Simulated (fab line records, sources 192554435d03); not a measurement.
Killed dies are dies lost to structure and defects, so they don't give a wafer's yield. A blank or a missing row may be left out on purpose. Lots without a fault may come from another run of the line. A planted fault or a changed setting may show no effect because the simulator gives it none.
A struck lot beside a sound one | flow n5_finfet | 16 steps out of a route of 1938
Sound: wafers L472.1, L472.3, L472.5. Struck: wafers L481.2, L481.3, L481.5. The cause comes at the end.
At each step with rows: each side's tool, then ch and its chambers, then its first start. Under that, the readings that differ: sound wafers | struck wafers | difference of the means | sigmas: that difference in standard deviations of wafers without a fault.
alike: readings whose means differ by less than 2 such deviations, and words and numbers that are the same on both sides. not compared: withheld readings, readings that some wafer has no value for, bounds like >300 that may hide the same value, and numbers for which the record gives no deviation and whose values overlap.
The two part at a step that has a row with sigmas, a row that says differs or no value, or rows on one side only. Numbers that don't overlap but have no deviation are shown without sigmas and don't part them. A reading that every wafer of one side lacks parts them only if that side has two wafers or more.

first, 12 steps without rows for these wafers: N5_SDB_STRIP_19 (strips in N2/H2); N5_SDB_STRIP_21 (strips in CF4); N5_SDB_HM_OPEN_20 (chemistry CH3F/O2, target SiNx, stops on poly-Si, target depth 24 nm); N5_SDB_STRIP_22 (strips in N2/H2); N5_SDB_PRECLEAN_23 (cleans in dHF, time 30 s); N5_SDB_DUMMY_REMOVE_24 (chemistry TMAH, target poly-Si, stops on SiO2, target depth 142 nm, time 57 s, rinse time 30 s); N5_SDB_ETCH_25 (etches SiO2 in C4F6/O2, target depth 10 nm, time 3.3 s); N5_SDB_CUT_ETCH_26 (etches Si in HBr/Cl2/O2, target depth 129.6 nm, bt time 20 s, time 51.8 s); N5_SDB_PRECLEAN_38 (cleans in dHF, time 10 s); N5_SDB_PRECLEAN_39 (cleans in O3/DIW, time 45 s); N5_SDB_SRD_28 (time 30 s); N5_SDB_ALD_29 (deposits SiNx, target thk 30 nm, pulse time 1 s, ald cycles 600).
N5_SDB_CMP_30: polishes, stops on poly-Si, t overpolish 1.54 s, target thk 30 nm.
  sound on cmp-04 ch 0,1,3, day 5 14:27; struck on cmp-04 ch 0,2, day 7 19:58
  no value came back on the struck wafers for any of 5 readings (edge_zone_pressure_frac, head_pressure_psi (psi) and others); on the sound wafers edge_zone_pressure_frac reads 1.001 0.998 0.995
  reading                                     | sound        | struck         | difference | sigmas
  model.SiNx_of_SDB_HM_DEP_00.thk_nm (nm)     | 0 0 0        | 21.6 21.6 22.2 | +21.8      |
  model.a-Si_of_DUMMY_GATE_CVD_03.thk_nm (nm) | 63.8 65 65.8 | 68.8 68.6 66.8 | +3.2       |
N5_SDB_THK_MEAS_31:
  sound on film_metro-01, day 5 14:45; struck on film_metro-01, day 7 20:13
  reading      | sound          | struck         | difference | sigmas
  SDB_THK (nm) | 63.8 65.1 65.9 | 68.7 68.7 66.9 | +3.2       | +3
N5_BEOL_M4_RC_MEAS_101:
  the record has rows for the sound wafers here (prober-01 ch 0, day 11 03:01) and none for the struck ones
-- the record jumps here: 10 days lie between the struck wafers' starts before and after (it left off in module BEOL_M4 and takes up again in module PASSIVATION, whose first step shown is number 1936 of the route) --
N5_PASSIVATION_PROBE_49:
  the record has rows for the struck wafers here (prober-01, day 17 19:56) and none for the sound ones

WHERE THEY PART
First at N5_SDB_CMP_30; last, within this record, at N5_PASSIVATION_PROBE_49.

WHY: what the simulator had put in
Skipped step whole: cmp-04, from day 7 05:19 on, at N5_SDB_CMP_30. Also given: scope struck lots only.
